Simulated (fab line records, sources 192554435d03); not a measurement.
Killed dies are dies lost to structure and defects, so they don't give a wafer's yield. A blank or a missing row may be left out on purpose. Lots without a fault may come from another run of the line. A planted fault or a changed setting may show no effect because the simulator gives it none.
fab line records | flow n5_finfet | part 1 of 2: steps 1 to 4 of 6
record lots=22 wafers=66 last_day=18
route steps=1938 shown BEOL_M14@1766 BEOL_M15@1790 MIM_TOP@1834 MIM_BOT_LITHO@1865
lots that met no fault: from a run of the same line without faults
start_h: hours from the record's first day to the start of the lot's first wafer shown | wait_h: hours since the lot's step before | " the same as in the row above | L1.1+2: a row that stands for several wafers | - no value, or no start given | * or withheld: withheld | < > ~ a bound
route shown NAME@n: a module of which the file shows steps, and the number in the route of the first | usual: mean/standard deviation of fault-free wafers | same: alike in all rows | chamber/n: place in a boat | sites: the reading at each site | _std_site: their standard deviation | _edge_site: outer sites' mean less inner sites' | radius_mm: how far each site lies from the wafer's centre | mask NAME#n: copy n | behind: the tool/chamber that last shaped the wafer | hold: why the lot was held/for how many hours/how that ended | device: the transistor (n, p or np) that didn't switch | end of line: the same wafers' tests at the end of the route | a step without rows: its recipe alone | killed: dies lost to structure and defects at the first sort, not the wafer's yield | map: a wafer's dies, x killed, . not, _ none there
set.NAME: the setting as run; set.NAME@STEP: as run at that earlier step | model.NAME: the simulator's own value behind a step, which no gauge read
steps of the route over a sample of lots; a table a step, a row a wafer
services: from which hour (start_h, from the record's first day; less than 0 if before it) a tool's chamber was out of use, for how many hours, and why
## steps
# step N5_BEOL_M14_ANNEAL_48
# recipe temp_c=225 time_s=90 ambient=N2
# usual wafer_temp_C_max=226.3/0.34
# columns lot.wafer tool chamber start_h wait_h wafer_temp_C_max
L074.1 rtp_anneal-02 0 247.46 0.1 226.0
L074.4 " 0 " " 226.1
L074.5 " 0 " " 226.0
L076.2 rtp_anneal-01 0 250.84 0.2 226.7
L076.3 " 0 " " 226.6
L076.4 " 0 " " 226.3
L075.4 rtp_anneal-02 0 252.97 0.4 225.6
L075.5 " 0 " " 226.2
L075.6 " 0 " " 225.7
L077.1 rtp_anneal-02 0 262.08 0.4 226.2
L077.2 " 0 " " 226.3
L077.4 " 0 " " 226.3
L078.1 rtp_anneal-01 0 266.19 0.2 226.5
L078.4 " 0 " " 226.0
L078.6 " 0 " " 226.7
L081.2 rtp_anneal-02 0 291.59 0.2 225.9
L081.3 " 0 " " 226.6
L081.5 " 0 " " 226.5
L080.3 rtp_anneal-02 0 297.49 0.2 226.3
L080.4 " 0 " " 226.0
L080.5 " 0 " " 226.5
L082.3 rtp_anneal-01 0 302.07 0.2 226.3
L082.4 " 0 " " 226.2
L082.5 " 0 " " 226.9
L083.2 rtp_anneal-01 0 312.35 0.6 226.9
L083.5 " 0 " " 227.1
L083.6 " 0 " " 226.6
L084.2 rtp_anneal-01 0 313.44 0.2 226.6
L084.3 " 0 " " 226.5
L084.6 " 0 " " 227.2
L086.1 rtp_anneal-02 0 314.78 0.1 226.4
L086.3 " 0 " " 226.1
L086.5 " 0 " " 225.9
L087.1 rtp_anneal-02 0 334.20 0.1 226.2
L087.5 " 0 " " 226.4
L087.6 " 0 " " 226.1
L090.2 rtp_anneal-01 0 349.93 0.2 226.7
L090.3 " 0 " " 226.3
L090.5 " 0 " " 226.8
L088.1 rtp_anneal-01 0 352.12 0.1 226.8
L088.3 " 0 " " 226.2
L088.4 " 0 " " 226.2
L091.2 rtp_anneal-02 0 360.87 0.2 226.2
L091.3 " 0 " " 226.4
L091.6 " 0 " " 225.9
L089.1 rtp_anneal-02 0 361.54 0.1 225.9
L089.4 " 0 " " 225.8
L089.5 " 0 " " 225.9
L093.3 rtp_anneal-01 0 374.04 0.2 226.5
L093.4 " 0 " " 226.5
L093.6 " 0 " " 226.2
L092.1 rtp_anneal-01 0 374.27 0.1 226.4
L092.2 " 0 " " 226.7
L092.3 " 0 " " 226.5
L094.1 rtp_anneal-01 0 375.41 0.1 226.5
L094.5 " 0 " " 226.6
L094.6 " 0 " " 226.6
L095.2 rtp_anneal-01 0 383.06 0.2 226.1
L095.3 " 0 " " 226.8
L095.4 " 0 " " 226.4
L096.2 rtp_anneal-02 0 405.53 0.4 226.0
L096.4 " 0 " " 226.0
L096.6 " 0 " " 226.0
L097.3 rtp_anneal-02 0 407.97 0.2 226.9
L097.5 " 0 " " 226.4
L097.6 " 0 " " 226.2
# step N5_BEOL_M15_STRIP_64
# recipe chemistry=O2 power_w=600 temp_c=60 pressure_mtorr=30 rf_frequency_hz=6e+07 bias_power_w=0 overash_fraction=0.3 o2_flow_sccm=225
# usual drypump_motor_current_A=5.8/0.6 oes_product_au=0.80/0.086 rf_vpp_V=3.7/0.52 showerhead_plenum_p_Torr=2.10/0.07 throttle_valve_pct=16.66/0.27
# same bias_power_w=0
# columns lot.wafer tool chamber start_h wait_h drypump_motor_current_A oes_product_au rf_hours_counter_h rf_vpp_V showerhead_plenum_p_Torr throttle_valve_pct
L074.1 rie_diel-03 3 - - 6.3 0.70 223 3.8 2.17 16.79
L074.4 " 0 " " 5.0 0.83 87 4.3 2.12 16.29
L074.5 " 0 " " 5.0 0.84 - 4.5 2.12 16.26
L076.2 rie_diel-01 1 - - 5.2 0.70 231 4.0 2.06 17.07
L076.3 " 3 " " 6.3 0.84 80 3.4 2.04 16.52
L076.4 " 0 " " 4.7 0.86 67 3.0 2.11 16.43
L075.4 rie_diel-03 2 - - 5.5 0.68 246 4.0 2.00 17.04
L075.5 " 3 " " 6.3 0.70 - 3.3 2.17 16.78
L075.6 " 2 " " 5.5 0.67 - 3.8 2.00 17.03
L077.1 rie_diel-03 2 - - 5.5 0.68 249 3.9 2.00 17.05
L077.2 " 0 " " 5.0 0.82 92 3.7 2.12 16.29
L077.4 " 1 " " 5.3 0.73 194 4.3 2.06 16.47
L078.1 rie_diel-03 3 - - 6.3 0.70 230 3.5 2.17 16.79
L078.4 " 0 " " 5.0 0.82 - 3.4 2.12 16.29
L078.6 " 0 " " 5.0 0.82 - 3.4 2.12 16.28
L081.2 rie_diel-01 1 - - 5.2 0.69 242 3.1 2.06 17.07
L081.3 " 3 " " 6.4 0.84 90 3.5 2.03 16.55
L081.5 " 0 " " 4.7 0.86 - 2.7 2.11 16.47
L080.3 rie_diel-03 0 - - 5.0 0.81 105 2.6 2.11 16.31
L080.4 " 2 " " 5.5 0.95 - 3.3 2.26 16.52
L080.5 " 0 " " 5.0 0.81 - 3.9 2.11 16.30
L082.3 rie_diel-03 0 - - 5.0 0.81 107 3.2 2.11 16.33
L082.4 " 0 " " 5.0 0.80 - 3.3 2.11 16.30
L082.5 " 3 " " 6.2 0.69 - 2.9 2.16 16.81
L083.2 rie_diel-03 3 - - 6.2 0.69 249 3.3 2.16 16.82
L083.5 " 3 " " 6.3 0.69 - 4.2 2.16 16.82
L083.6 " 0 " " 5.0 0.80 - 4.4 2.11 16.32
L084.2 rie_diel-01 1 - - 5.2 0.67 248 3.8 2.06 17.08
L084.3 " 2 " " 6.1 0.89 56 3.2 2.02 16.18
L084.6 " 0 " " 4.8 0.84 - 3.6 2.10 16.47
L086.1 rie_diel-04 3 - - 6.6 0.69 230 3.4 2.00 17.14
L086.3 " 1 " " 6.6 0.77 142 3.4 2.10 16.71
L086.5 " 3 " " 6.6 0.69 - 3.6 2.00 17.15
L087.1 rie_diel-01 2 - - 6.1 0.87 61 4.7 2.02 16.20
L087.5 " 2 " " 6.1 0.87 - 5.1 2.02 16.19
L087.6 " 0 " " 4.7 0.82 - 3.7 2.10 16.50
L090.2 rie_diel-04 1 - - 6.5 0.75 150 3.4 2.09 16.72
L090.3 " 3 " " 6.6 0.68 240 3.3 1.99 17.17
L090.5 " 3 " " 6.6 0.68 - 3.2 1.99 17.17
L088.1 rie_diel-03 2 - - 5.5 0.89 27 3.5 2.25 16.55
L088.3 " 1 " " 5.3 0.72 209 3.9 2.05 16.48
L088.4 " 3 " " 6.3 0.98 8 3.5 2.16 16.40
L091.2 rie_diel-04 0 - - 5.7 0.86 43 3.0 2.12 16.85
L091.3 " 3 " " 6.6 0.67 242 4.3 1.99 17.17
L091.6 " 3 " " 6.6 0.68 - 4.2 1.99 17.16
L089.1 rie_diel-04 0 - - 5.7 0.87 44 3.2 2.12 16.85
L089.4 " 3 " " 6.6 0.67 243 4.2 1.99 17.17
L089.5 " 2 " " 5.7 0.81 - 4.7 2.14 16.85
L093.3 rie_diel-01 2 - - 6.1 0.85 74 3.7 2.01 16.21
L093.4 " 0 " " 4.8 0.81 103 3.4 2.10 16.49
L093.6 " 1 " " 5.2 0.96 - 3.7 2.05 16.64
L092.1 rie_diel-03 3 - - 6.2 0.97 14 4.2 2.16 16.41
L092.2 " 2 " " 5.5 0.88 34 4.1 2.25 16.57
L092.3 " 1 " " 5.3 0.71 216 4.0 2.05 16.51
L094.1 rie_diel-01 0 - - 4.7 0.81 104 4.6 2.10 16.51
L094.5 " 3 " " 6.4 0.81 - 4.5 2.03 16.59
L094.6 " 2 " " 6.1 0.86 - 3.2 2.01 16.21
L095.2 rie_diel-04 0 - - 5.7 0.85 51 3.7 2.12 16.85
L095.3 " 2 " " 5.7 0.79 81 3.8 2.14 16.88
L095.4 " 2 " " 5.7 0.80 - 3.5 2.14 16.87
L096.2 rie_diel-03 0 - - 5.1 0.78 140 3.7 2.10 16.37
L096.4 " 1 " " 5.3 0.70 224 4.1 2.05 16.52
L096.6 " 0 " " 5.0 0.78 - 2.9 2.10 16.38
L097.3 rie_diel-04 3 - - 6.6 0.96 3 3.0 2.25 16.72
L097.5 " 0 " " 5.7 0.84 - 4.6 2.12 16.88
L097.6 " 1 " " 6.5 0.74 - 3.7 2.09 16.78
# step N5_BEOL_M15_STRIP_36
# recipe chemistry=O2 power_w=600 temp_c=60 pressure_mtorr=30 rf_frequency_hz=6e+07 bias_power_w=0 overash_fraction=0.3 o2_flow_sccm=225
# usual drypump_motor_current_A=5.6/0.58 oes_product_au=0.82/0.09 rf_vpp_V=3.5/0.92 showerhead_plenum_p_Torr=2.10/0.072 throttle_valve_pct=16.58/0.25
# same bias_power_w=0
# columns lot.wafer tool chamber start_h wait_h drypump_motor_current_A oes_product_au rf_hours_counter_h rf_vpp_V showerhead_plenum_p_Torr throttle_valve_pct
L074.1 rie_diel-01 3 252.22 1.3 6.4 0.86 79 3.4 2.04 16.51
L074.4 " 1 " " 5.2 0.68 230 4.4 2.06 17.04
L074.5 " 0 " " 4.8 0.86 - 5.0 2.11 16.44
L076.2 rie_diel-04 3 255.90 1.7 6.6 0.70 213 2.5 2.00 17.13
L076.3 " 1 " " 6.5 0.79 124 3.7 2.10 16.71
L076.4 " 2 " " 5.7 0.84 46 4.6 2.15 16.82
L075.4 rie_diel-03 3 258.55 2.1 6.3 0.71 227 4.2 2.17 16.77
L075.5 " 3 " " 6.2 0.71 - 2.4 2.17 16.81
L075.6 " 2 " " 5.5 0.67 - 3.8 2.00 17.06
L077.1 rie_diel-01 3 265.76 0.4 6.4 0.83 83 4.0 2.04 16.54
L077.2 " 1 " " 5.2 0.68 234 3.0 2.06 17.05
L077.4 " 0 " " 4.7 0.85 71 3.9 2.11 16.47
L078.1 rie_diel-01 0 270.69 0.1 4.7 0.85 73 3.6 2.11 16.42
L078.4 " 2 " " 6.1 0.90 45 3.8 2.02 16.18
L078.6 " 0 " " 4.7 0.86 - 3.7 2.11 16.47
L081.2 rie_diel-03 0 296.53 1.6 5.1 0.81 104 4.6 2.11 16.30
L081.3 " 2 " " 5.5 0.96 6 3.4 2.26 16.51
L081.5 " 3 " " 6.2 0.70 - 4.7 2.16 16.81
L080.3 rie_diel-04 1 300.85 0.0 6.5 0.76 136 3.6 2.10 16.72
L080.4 " 2 " " 5.7 0.82 56 3.8 2.15 16.81
L080.5 " 2 " " 5.7 0.82 - 3.6 2.15 16.78
L082.3 rie_diel-03 3 306.30 0.6 6.2 0.69 245 4.5 2.16 16.81
L082.4 " 2 " " 5.5 0.93 - 3.5 2.26 16.53
L082.5 " 3 " " 6.2 0.70 - 5.9 2.16 16.82
L083.2 rie_diel-03 3 316.60 1.1 6.3 0.69 250 3.1 2.16 16.83
L083.5 " 0 " " 5.0 0.80 - 2.0 2.11 16.29
L083.6 " 3 " " 6.2 0.70 - 3.2 2.16 16.82
L084.2 rie_diel-03 2 317.77 0.9 5.5 0.91 15 3.3 2.25 16.53
L084.3 " 0 " " 5.0 0.81 114 5.5 2.11 16.33
L084.6 " 1 " " 5.3 0.73 - 3.3 2.06 16.47
L086.1 rie_diel-03 2 318.92 0.6 5.5 0.92 16 2.9 2.25 16.54
L086.3 " 0 " " 5.0 0.80 115 4.5 2.11 16.31
L086.5 " 1 " " 5.3 0.73 - 2.3 2.06 16.48
L087.1 rie_diel-03 3 340.26 2.9 6.2 1.01 3 3.7 2.16 16.41
L087.5 " 0 " " 5.0 0.79 - 3.1 2.11 16.34
L087.6 " 1 " " 5.3 0.72 - 4.5 2.06 16.51
L090.2 rie_diel-01 2 353.83 0.3 6.1 0.87 67 1.9 2.01 16.21
L090.3 " 0 " " 4.8 0.83 95 4.3 2.10 16.50
L090.5 " 3 " " 6.4 0.82 - 2.1 2.03 16.60
L088.1 rie_diel-01 1 359.95 4.5 5.2 1.01 0 6.6 2.06 16.60
L088.3 " 0 " " 4.8 0.81 - 3.8 2.10 16.49
L088.4 " 1 " " 5.2 1.00 - 3.3 2.05 16.62
L091.2 rie_diel-03 3 366.13 1.2 6.3 0.98 11 2.4 2.16 16.39
L091.3 " 0 " " 5.1 0.78 130 2.9 2.10 16.35
L091.6 " 2 " " 5.5 0.88 - 2.7 2.25 16.60
L089.1 rie_diel-04 2 367.16 1.4 5.7 0.81 76 4.3 2.14 16.84
L089.4 " 1 " " 6.5 0.76 154 3.4 2.09 16.75
L089.5 " 3 " " 6.6 0.67 - 3.3 1.99 17.14
L093.3 rie_diel-01 0 379.02 1.6 4.8 0.81 104 1.4 2.10 16.53
L093.4 " 2 " " 6.1 0.86 75 5.3 2.01 16.24
L093.6 " 2 " " 6.1 0.86 - 2.8 2.01 16.23
L092.1 rie_diel-03 0 379.13 1.0 5.0 0.78 134 2.8 2.10 16.37
L092.2 " 2 " " 5.5 0.88 35 2.9 2.25 16.58
L092.3 " 3 " " 6.2 0.97 15 4.0 2.16 16.42
L094.1 rie_diel-03 3 379.69 1.0 6.3 0.95 15 4.0 2.15 16.37
L094.5 " 1 " " 5.3 0.71 - 3.3 2.05 16.53
L094.6 " 2 " " 5.5 0.88 - 4.3 2.25 16.61
L095.2 rie_diel-01 1 391.29 4.4 5.2 0.95 11 3.6 2.05 16.62
L095.3 " 3 " " 6.4 0.80 114 3.6 2.03 16.57
L095.4 " 2 " " 6.1 0.85 78 3.1 2.01 16.24
L096.2 rie_diel-03 3 416.62 7.5 6.2 0.95 25 3.4 2.15 16.39
L096.4 " 1 " " 5.3 0.71 228 4.0 2.05 16.52
L096.6 " 0 " " 5.0 0.77 - 3.4 2.10 16.35
L097.3 rie_diel-03 1 416.87 5.3 5.3 0.71 228 4.7 2.05 16.53
L097.5 " 3 " " 6.2 0.94 - 3.2 2.15 16.45
L097.6 " 0 " " 5.0 0.77 - 6.1 2.10 16.39
# step N5_BEOL_M15_ETCH_38
# recipe chemistry=CF4/N2 target=SiCN target_depth_a=1064 taper_deg=2 time_s=120.5 ion_energy_ev=150 mask_material=SiO2 pressure_mtorr=40 source_w=430 bias_w=70 Ar_flow_sccm=100 cf4_flow_sccm=60 n2_flow_sccm=60
# usual drypump_motor_current_A=5.6/0.58 oes_product_au=0.82/0.089 rf_fwd_power_W=428.7/1.4 rf_vpp_V=382.4/1.7 showerhead_plenum_p_Torr=2.22/0.067 throttle_valve_pct=15.35/0.22
# columns lot.wafer tool chamber start_h wait_h drypump_motor_current_A oes_product_au rf_fwd_power_W rf_hours_counter_h rf_vpp_V showerhead_plenum_p_Torr throttle_valve_pct
L074.1 rie_diel-01 3 - - 6.4 0.82 427.1 79 381.4 2.15 15.31
L074.4 " 1 " " 5.2 0.69 429.8 230 382.2 2.16 15.77
L074.5 " 0 " " 4.7 0.86 428.1 - 383.5 2.23 15.25
L076.2 rie_diel-04 3 - - 6.6 0.71 429.5 213 380.2 2.10 15.79
L076.3 " 1 " " 6.5 0.76 430.5 125 381.4 2.22 15.47
L076.4 " 2 " " 5.7 0.83 427.7 46 383.4 2.26 15.53
L075.4 rie_diel-03 3 - - 6.3 0.70 431.7 227 384.1 2.27 15.56
L075.5 " 3 " " 6.2 0.70 430.6 - 383.6 2.27 15.56
L075.6 " 2 " " 5.5 0.67 430.2 - 378.6 2.09 15.73
L077.1 rie_diel-01 3 - - 6.4 0.82 428.0 83 380.8 2.15 15.34
L077.2 " 1 " " 5.2 0.69 427.3 234 380.5 2.16 15.80
L077.4 " 0 " " 4.7 0.84 428.0 71 382.0 2.23 15.26
L078.1 rie_diel-01 0 - - 4.8 0.85 426.9 73 383.0 2.23 15.27
L078.4 " 2 " " 6.1 0.92 429.3 45 379.6 2.16 15.07
L078.6 " 0 " " 4.8 0.85 427.8 - 382.2 2.23 15.29
L081.2 rie_diel-03 0 - - 5.0 0.81 426.4 104 382.8 2.22 15.06
L081.3 " 2 " " 5.5 0.94 429.6 6 384.7 2.35 15.21
L081.5 " 3 " " 6.2 0.68 428.2 - 382.2 2.27 15.57
L080.3 rie_diel-04 1 - - 6.5 0.77 427.2 136 383.3 2.21 15.48
L080.4 " 2 " " 5.7 0.82 428.7 56 382.4 2.26 15.54
L080.5 " 2 " " 5.7 0.81 428.6 - 383.1 2.26 15.54
L082.3 rie_diel-03 3 - - 6.3 0.69 430.1 245 383.5 2.27 15.59
L082.4 " 2 " " 5.5 0.93 429.6 - 385.8 2.35 15.22
L082.5 " 3 " " 6.2 0.69 428.8 - 383.7 2.27 15.58
L083.2 rie_diel-03 3 - - 6.3 0.68 428.4 250 385.0 2.27 15.60
L083.5 " 0 " " 5.0 0.80 431.1 - 382.6 2.21 15.07
L083.6 " 3 " " 6.3 0.67 427.7 - 382.2 2.27 15.60
L084.2 rie_diel-03 2 - - 5.5 0.92 428.6 15 385.8 2.35 15.23
L084.3 " 0 " " 5.0 0.79 430.0 115 382.8 2.21 15.10
L084.6 " 1 " " 5.3 0.73 427.9 - 381.6 2.20 15.38
L086.1 rie_diel-03 2 - - 5.5 0.91 429.3 16 383.9 2.35 15.24
L086.3 " 0 " " 5.0 0.80 429.4 115 382.7 2.21 15.09
L086.5 " 1 " " 5.3 0.73 428.8 - 381.5 2.20 15.38
L087.1 rie_diel-03 3 - - 6.2 1.00 428.8 3 383.5 2.26 15.10
L087.5 " 0 " " 5.0 0.79 431.2 - 383.8 2.21 15.11
L087.6 " 1 " " 5.3 0.74 427.2 - 383.6 2.19 15.41
L090.2 rie_diel-01 2 - - 6.1 0.88 429.1 67 380.3 2.15 15.10
L090.3 " 0 " " 4.7 0.83 430.5 95 383.2 2.22 15.31
L090.5 " 3 " " 6.4 0.80 430.7 - 379.8 2.14 15.36
L088.1 rie_diel-01 1 - - 5.2 1.01 428.5 0 379.6 2.15 15.29
L088.3 " 0 " " 4.8 0.83 427.1 - 383.0 2.22 15.32
L088.4 " 1 " " 5.2 1.01 427.1 - 382.0 2.15 15.30
L091.2 rie_diel-03 3 - - 6.2 0.96 427.4 11 384.9 2.26 15.13
L091.3 " 0 " " 5.0 0.79 430.8 130 382.6 2.21 15.10
L091.6 " 2 " " 5.5 0.88 428.0 - 385.5 2.35 15.25
L089.1 rie_diel-04 2 - - 5.7 0.79 429.2 76 382.2 2.25 15.59
L089.4 " 1 " " 6.5 0.74 431.1 154 381.7 2.21 15.54
L089.5 " 3 " " 6.7 0.68 427.1 - 379.1 2.09 15.85
L093.3 rie_diel-01 0 - - 4.8 0.81 429.8 104 382.7 2.22 15.33
L093.4 " 2 " " 6.1 0.87 431.0 75 380.7 2.15 15.14
L093.6 " 2 " " 6.1 0.87 430.6 - 380.3 2.15 15.14
L092.1 rie_diel-03 0 - - 5.0 0.78 430.5 134 381.9 2.21 15.10
L092.2 " 2 " " 5.5 0.88 428.8 35 384.9 2.34 15.26
L092.3 " 3 " " 6.2 0.96 428.3 15 382.2 2.26 15.14
L094.1 rie_diel-03 3 - - 6.3 0.95 431.4 15 383.6 2.26 15.12
L094.5 " 1 " " 5.3 0.72 428.0 - 381.3 2.19 15.42
L094.6 " 2 " " 5.5 0.87 430.3 - 386.5 2.34 15.27
L095.2 rie_diel-01 1 - - 5.2 0.95 429.9 11 381.9 2.15 15.33
L095.3 " 3 " " 6.4 0.80 429.0 114 379.9 2.14 15.38
L095.4 " 2 " " 6.1 0.86 428.0 78 380.5 2.15 15.14
L096.2 rie_diel-03 3 - - 6.3 0.93 431.1 25 383.1 2.26 15.17
L096.4 " 1 " " 5.3 0.71 425.2 228 381.8 2.19 15.46
L096.6 " 0 " " 5.0 0.76 428.8 - 383.3 2.20 15.15
L097.3 rie_diel-03 1 - - 5.3 0.72 428.0 228 380.2 2.19 15.45
L097.5 " 3 " " 6.2 0.94 431.2 - 383.9 2.26 15.16
L097.6 " 0 " " 5.1 0.77 428.7 - 382.1 2.20 15.14
